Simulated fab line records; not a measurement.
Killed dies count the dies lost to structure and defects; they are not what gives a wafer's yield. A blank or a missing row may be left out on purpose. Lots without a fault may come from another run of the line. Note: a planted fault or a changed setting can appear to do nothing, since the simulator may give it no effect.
A struck lot beside a sound one / flow n5 finfet / 36 steps out of a route of 1938
Sound: wafers L116.3, L116.5, L116.6. Wafers L126.1, L126.2, L126.3 were the ones struck. The cause is named last.
Per side, at each step with rows, come the tool, then ch with its chambers, and then its first start. Under that, the readings that differ: sound wafers / struck wafers / difference of the means / sigmas: that difference in standard deviations of wafers without a fault.
alike: readings whose means differ by less than 2 such deviations, and words and numbers that are the same on both sides. not compared: withheld readings, readings that some wafer has no value for, bounds like >300 that may hide the same value, and numbers for which the record gives no deviation and whose values overlap.
A row with sigmas, a row that says differs or no value, or rows on one side alone: a step with any of these is where the two part. Numbers that have no deviation but don't overlap get no sigmas and don't part them. Lack of a reading on every wafer of one side parts them only where that side has two or more wafers.

first, 1 step without rows for these wafers: N5_BEOL_M5_ANNEAL_49 (time 1800 s).
N5_BEOL_M5_SPUTTER_81: material Cu, target thk 15 nm, time 27.62 s.
  sound on pvd sputter-01 at day 11 10:13; struck on pvd sputter-02 at day 14 04:52
  alike: chamber pressure pa, throttle valve pct
then, 7 steps without rows for these wafers: N5_BEOL_M5_ANNEAL_82 (time 1800 s); N5_BEOL_M5_SPUTTER_83 (material Cu, target thk 15 nm, time 27.62 s); N5_BEOL_M5_ANNEAL_84 (time 1800 s); N5_BEOL_M5_SPUTTER_88 (material Cu, target thk 15 nm, time 27.62 s); N5_BEOL_M5_ANNEAL_89 (time 1800 s); N5_BEOL_M5_SPUTTER_90 (material Cu, target thk 4.5 nm, time 8.29 s); N5_BEOL_M5_ECD_50 (material Cu, target thk 300 nm).
N5_BEOL_M5_ANNEAL_51: time 90 s.
  sound on rtp anneal-01 ch 0, day 11 13:46; struck on rtp anneal-02 ch 0, day 14 08:37
  alike: anneal temp c, anneal temp c max, wafer_temp_C_max
then, 1 step without rows for these wafers: N5_BEOL_M5_CMP_52 (polishes, stops on SiCOH lowk, t overpolish 6.9 s, target thk 62 nm).
N5_BEOL_M5_THK_MEAS_53: measures by xrf.
  sound on film metro-01 at day 11 14:30; struck on film metro-02 at day 14 09:13
  alike: M5_THK
N5_BEOL_M5_PRE_CLEAN_77: time 15 s.
  sound on cvd co-01 ch 1,2, day 11 14:46; struck on cvd co-01 ch 0,1,2, day 14 09:16
  alike: heater power outer w, heater power w
then, 2 steps without rows for these wafers: N5_BEOL_M5_CO_CAP_78 (material Co, precursor CCTBA/H2, target thk 2 nm, time 102.1 s); N5_BEOL_M5_PRE_CLEAN_55 (time 15 s).
N5_BEOL_M5_DEP_56: deposits SiCN from 3MS/NH3, target thk 8 nm, time 14 s.
  sound on pecvd-03 ch 0,1,2, day 11 14:55; struck on pecvd-01 ch 0,1,2, day 14 09:25
  alike: showerhead plenum p Torr, throttle valve pct
N5_BEOL_M5_RS_MEAS_57: a four-point-probe measurement.
  sound on film metro-01 at day 11 14:59; struck on film metro-02 at day 14 09:29
  alike: M5_RS
N5_BEOL_M5_INSPECT_58: inspects for defects (darkfield).
  sound on defect inspect-02 at day 11 15:01; struck on defect inspect-01 at day 14 09:31
reading=raw defect count; sound=95 89 84; struck=755 680 750; difference=+639; sigmas=+28
then, 1 step without rows for these wafers: N5_BEOL_M6_ILD_DEP_00 (deposits SiCOH lowk from DEMS/porogen, target thk 179.75 nm, time 33.4 s).
N5_BEOL_M6_CURE_74: cures SiCOH lowk, time 240 s.
  sound on uv cure-01 ch 2, day 11 15:17; struck on uv cure-03 ch 2, day 14 09:37
  alike: lamp power pct, wafer_temp_C_max
N5_BEOL_M6_THK_MEAS_01:
  sound on film metro-02 at day 11 15:38; struck on film metro-01 at day 14 10:36
  alike: M6_ILD_THK
then, 1 step without rows for these wafers: N5_BEOL_M6_PECVD_70 (deposits SiO2 from TEOS/O2, target thk 20 nm, time 22.7 s).
N5_BEOL_M6_HM_DEP_02: deposits TiN, target thk 20 nm.
  sound on pvd sputter-01 at day 11 16:40; struck on pvd sputter-03 at day 14 10:51
  alike: chamber pressure pa, throttle valve pct
then, 8 steps without rows for these wafers: N5_BEOL_M6_COAT_59 (time 60 s, resist thk 100 nm); N5_BEOL_M6_COAT_60 (time 60 s, resist thk 35 nm); N5_BEOL_M6_COAT_05 (resist thk 90 nm); N5_BEOL_M6_EBR_07; N5_BEOL_M6_SOFTBAKE_06 (time 60 s); N5_BEOL_M6_EXPOSE_08 (exposes mask M6); N5_BEOL_M6_PEB_09 (peb time 60 s); N5_BEOL_M6_DEVELOP_10 (develop time 30 s).
N5_BEOL_M6_CD_MEAS_11: target cd 38.5 nm.
  sound on cd sem-03 ch 0, day 11 17:17; struck on cd sem-01 ch 0, day 14 11:14
reading=cd nm (nm); sound=38.4 37.7 37.6; struck=39.4 38.7 39.0; difference=+1.1; sigmas=+2
N5_BEOL_M6_OVL_MEAS_12:
  sound on overlay-02 ch 0, day 11 17:19; struck on overlay-02 ch 0, day 14 11:16
  alike: M6_OVL
N5_BEOL_M6_INSPECT_13: inspects for defects (brightfield).
  sound on defect inspect-02 at day 11 17:20; struck on defect inspect-01 at day 14 11:17
reading=raw defect count; sound=328 295 288; struck=1116 1035 1153; difference=+798; sigmas=+8
then, 1 step without rows for these wafers: N5_BEOL_M6_DESCUM_16 (chemistry O2, time 7.9 s).
-- the record jumps here: 4 days lie between the struck wafers' starts before and after (it left off in module BEOL_M6 and takes up again in module PASSIVATION, whose first step shown is number 1936 of the route) --
N5_PASSIVATION_PROBE_49:
  sound on prober-02 at day 15 11:41; struck on prober-01 at day 18 15:17
reading=defect limited yield (%); sound=93.1 90.6 91.4; struck=81.5 83.7 86.1; difference=-7.9; sigmas=-6
reading=killed_at_M4_up; sound=15 12 15; struck=135 83 73; difference=+83; sigmas=+15
reading=killed dies; sound=81 111 102; struck=218 192 164; difference=+93; sigmas=+5
reading=killed on rim; sound=13 10 9; struck=25 37 38; difference=+23; sigmas=+5
reading=sort_bin_5_function (%); sound=4.1 6.4 5.6; struck=10.5 9.2 8.1; difference=+3.9; sigmas=+4
reading=sort_bin_6_memory (%); sound=2.5 2.6 2.7; struck=4.7 5.3 3.7; difference=+2.0; sigmas=+3
reading=sort n pass; sound=1099 1069 1078; struck=962 988 1016; difference=-93; sigmas=-5
reading=sort yield pct (%); sound=93.1 90.6 91.4; struck=81.5 83.7 86.1; difference=-7.9; sigmas=-6
  alike: killed_at_M0_to_M3, killed at contacts, killed at front end, killed at other, killed open, killed short, sort_bin_4_leakage

WHERE THEY PART
At N5_BEOL_M5_INSPECT_58 first; at N5_PASSIVATION_PROBE_49 last (within this record only).

WHY: what had been put in by the simulator
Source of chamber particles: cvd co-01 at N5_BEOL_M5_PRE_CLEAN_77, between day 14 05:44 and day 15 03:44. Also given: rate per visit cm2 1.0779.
